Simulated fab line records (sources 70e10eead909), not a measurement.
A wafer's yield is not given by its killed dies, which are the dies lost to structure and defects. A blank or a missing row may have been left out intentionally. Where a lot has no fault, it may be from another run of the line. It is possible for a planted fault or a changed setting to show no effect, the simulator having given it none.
Struck lot and sound lot, side by side | flow nand_harc | 14 out of 1302 route steps
Sound: the wafers L579.1, L579.3, L579.4. Wafers L592.2, L592.3, L592.5 were the ones struck. The cause is named last.
Order at every step that has rows: each side's tool, ch and its chambers, its first start. Under that, the readings that differ: sound wafers | struck wafers | difference of the means | sigmas: that difference in standard deviations of wafers without a fault.
alike: words and numbers the same on both sides, and readings whose means are apart by under 2 such deviations; not compared: readings that were withheld, readings missing a value for some wafer, numbers with overlapping values and no deviation given by the record, and bounds like >300 which may hide the same value.
The two part at a step that has a row with sigmas, a row that says differs or no value, or rows on one side only. Non-overlapping numbers with no deviation appear without sigmas and do not part them. Lack of a reading on every wafer of one side parts them only where that side has two or more wafers.

NHARC_A_BLC_PVD_32: deposits Ti, target thk 5 nm, time 17.7 s.
  sound on pvd_sputter-03; struck on pvd_sputter-02
  alike: cathode_dc_power_W, throttle_valve_pct
NHARC_A_BLC_ALD_23: deposits TiN, target thk 3 nm, pulse time 1 s, ald cycles 150.
  sound on ald_metal-02 ch 0,2,3, day 25 10:56; struck on ald_metal-02 ch 0,2, day 29 21:16
  alike: heater_power_w, precursor_pulse_height_rel
  not compared: since_wet_clean_h
NHARC_A_BLC_CVD_24: deposits W, target thk 150 nm, time 434 s.
  sound on cvd_w-02 ch 0,1; struck on cvd_w-02 ch 0
  alike: heater_power_w, mfc_ar_sccm, throttle_valve_pct
  not compared: since_wet_clean_h
NHARC_A_BLC_CMP_25: polishes, t overpolish 30 s, target thk 150 nm.
  sound on cmp-04 ch 0,1,2, day 25 11:39; struck on cmp-02 ch 0,2,3, day 29 22:04
  reading              | sound                | struck               | difference | sigmas
  overpolish_run_s (s) | 30.010 30.015 30.017 | 29.990 29.992 29.997 | -0.021     | -2
  slurry_flow_ml_min   | 149.9 149.7 150.0    | 150.2 151.4 150.7    | +0.9       | +2
  alike: motor_current_A, time_to_endpoint_s
next, for these wafers, 1 step has no rows: NHARC_A_BLC_SRD_27.
NHARC_A_BLC_INSPECT_28:
  sound: defect_inspect-01 at day 25 12:03; struck: defect_inspect-01 at day 29 22:26
  alike: raw_defect_count
then, 5 steps without rows for these wafers: NHARC_A_M0_DEP_00 (deposits SiOC, target thk 150 nm); NHARC_A_M0_DEHYDRATE_01 (time 120 s); NHARC_A_M0_HMDS_02 (time 30 s); NHARC_A_M0_COAT_33 (time 65 s); NHARC_A_M0_COAT_03 (resist thk 90 nm).
NHARC_A_M0_SOFTBAKE_04: time 55 s.
  sound on litho_track-04 ch 0, day 25 12:00; struck on litho_track-04 ch 0, day 29 22:00
  reading                  | sound                | struck               | difference | sigmas
  heater_power_total_W (W) | 188.50 188.44 188.60 | 175.05 175.40 175.27 | -13.27     | -95
  alike: chill_plate_temp_C, resist_line_temp_C
next, for these wafers, 1 step has no rows: NHARC_A_M0_EBR_05.
NHARC_END_SORT_01:
  sound on prober-01 ch 0, day 27 03:39; struck on prober-01 ch 0, day 31 15:11
  alike: defect_limited_yield, killed_at_array, killed_at_other, killed_at_periphery, killed_dies, killed_open, killed_short

## WHERE THEY PART
First at NHARC_A_BLC_CMP_25; last, within this record, at NHARC_A_M0_SOFTBAKE_04. Later steps at which nothing parts them and some readings are alike: NHARC_END_SORT_01.

WHY: what had been put in by the simulator
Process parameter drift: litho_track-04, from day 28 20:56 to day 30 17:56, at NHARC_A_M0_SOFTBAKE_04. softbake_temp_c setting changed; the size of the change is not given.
